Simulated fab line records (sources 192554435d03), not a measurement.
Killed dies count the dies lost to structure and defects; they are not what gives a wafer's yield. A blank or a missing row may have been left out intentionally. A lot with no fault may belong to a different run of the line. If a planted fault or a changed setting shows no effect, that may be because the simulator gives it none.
Which tool was responsible?    flow n5-finfet    12 lots, 36 wafers sampled, at 2 steps of a route of 1938

== WHAT THE GAUGES READ, wafer by wafer ==
N5_BEOL_M1_CD_MEAS_28: target cd y 23.3 nm.
lot   measured      on         cd-nm (nm)
L075  day 6 12:17   cd-sem-03  23.99 23.81 24.38
L077  day 6 23:08   cd-sem-03  24.29 24.18 23.46
L079  day 7 07:19   cd-sem-01  24.34 24.26 24.38
L081  day 7 20:36   cd-sem-03  23.67 24.13 24.22
L083  day 8 12:25   cd-sem-03  23.80 24.02 23.89
L085  day 9 05:07   cd-sem-02  24.28 23.84 23.75
L087  day 9 12:42   cd-sem-01  24.17 24.10 23.81
L089  day 9 20:42   cd-sem-03  24.54 24.28 24.37
L091  day 10 04:17  cd-sem-02  24.29 24.14 23.77
L092  day 11 00:04  cd-sem-03  23.67 24.07 24.15
L095  day 11 17:54  cd-sem-03  23.89 23.39 23.63
L097  day 12 06:50  cd-sem-03  24.55 24.39 24.54

== WHAT TOOL EACH LOT RAN ON (gives the tool, then ch and the chambers of the sampled wafers, and finally the start) ==
lot   N5_BEOL_M1_ETCH_64
L075  rie-diel-03 ch 0,1,2, day 6 11:24
L077  rie-diel-06 ch 0,2,3, day 6 22:28
L079  rie-diel-03 ch 0,2,3, day 7 06:32
L081  rie-diel-01 ch 0,3, day 7 19:43
L083  rie-diel-06 ch 0,1,2, day 8 11:43
L085  rie-diel-06 ch 0,1,2, day 9 04:18
L087  rie-diel-06 ch 0,1,3, day 9 11:50
L089  rie-diel-06 ch 0,3, day 9 19:51
L091  rie-diel-01 ch 0,1,2, day 10 03:37
L092  rie-diel-01 ch 1,3, day 10 23:23
L095  rie-diel-03 ch 0,2,3, day 11 17:04
L097  rie-diel-01 ch 1,3, day 12 06:03
- N5_BEOL_M1_ETCH_64: etches SOC in N2/H2, target depth 75 nm, overetch 15 nm, time 112.5 s.

== THE ANSWER, worked out from the rows above alone ==
Rule: what is usual is taken from the lots themselves. Put in order of their means at a reading, lots are off if they are a third of the lots or fewer, leave a main group of 4 or more, and stand apart from it by a gap of 3 or more times the standard deviation of the main group's means; of several such gaps the widest counts. A main group is skipped when, at the precision printed for the reading in the tables above, its means are all equal. Also off: a lot with no number at a reading for which 4 or more lots have one. All remaining lots with rows at the step are treated as sound.
Across all readings shown, no lot is off: no conclusion can be drawn from this.

== WHAT THE SIMULATOR HAD PUT IN ==
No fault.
